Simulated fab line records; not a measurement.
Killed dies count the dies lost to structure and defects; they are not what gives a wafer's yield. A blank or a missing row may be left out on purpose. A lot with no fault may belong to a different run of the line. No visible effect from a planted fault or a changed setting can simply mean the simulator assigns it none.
Chamber matching -- flow nandHarc -- NHARC_P_M1_PRE_CLEAN_32 on pecvd-04: 3 sister chambers
The step time 12 s. 3 wafers are shown with their chamber, then 8 later ones without.

## WAFERS, EACH WITH ITS CHAMBER
wafer,chamber,heaterPowerOuterW (W)
L085.4,0,265
L085.5,2,312
L087.2,1,417

## WAFERS MISSING THEIR CHAMBER
wafer,heaterPowerOuterW (W)
L087.5,414
L087.6,372
L093.3,370
L093.4,364
L093.5,350
L097.3,297
L097.4,363
L097.6,434

## CHAMBER TAKEN BY EACH
wafer,from the rows above,in truth
L087.5,1,1
L087.6,can't be placed: 1 or 2 or 0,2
L093.3,can't be placed: 1 or 2 or 0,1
L093.4,can't be placed: 2 or 1 or 0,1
L093.5,can't be placed: 2 or 1 or 0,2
L097.3,can't be placed: 2 or 0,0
L097.4,can't be placed: 2 or 1 or 0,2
L097.6,1,1
Placed correctly: 2 of 8. Can't be placed from these rows: 6 (the true chamber is among the candidates in 6). Wrongly placed: 0.
How it was worked out, from the rows above alone: a wafer's distance from a chamber is the root of the sum, over the readings, of the square of ((its reading less the chamber's mean) divided by the reading's scatter). If the next closest chamber is less than 2 further off than the closest, the wafer can't be placed; otherwise it belongs to the closest. The mean given for a chamber averages the wafers shown for that chamber. The scatter: with one shown wafer a chamber, the root of the mean of the squares of how far each hidden wafer lies from its nearest shown one.
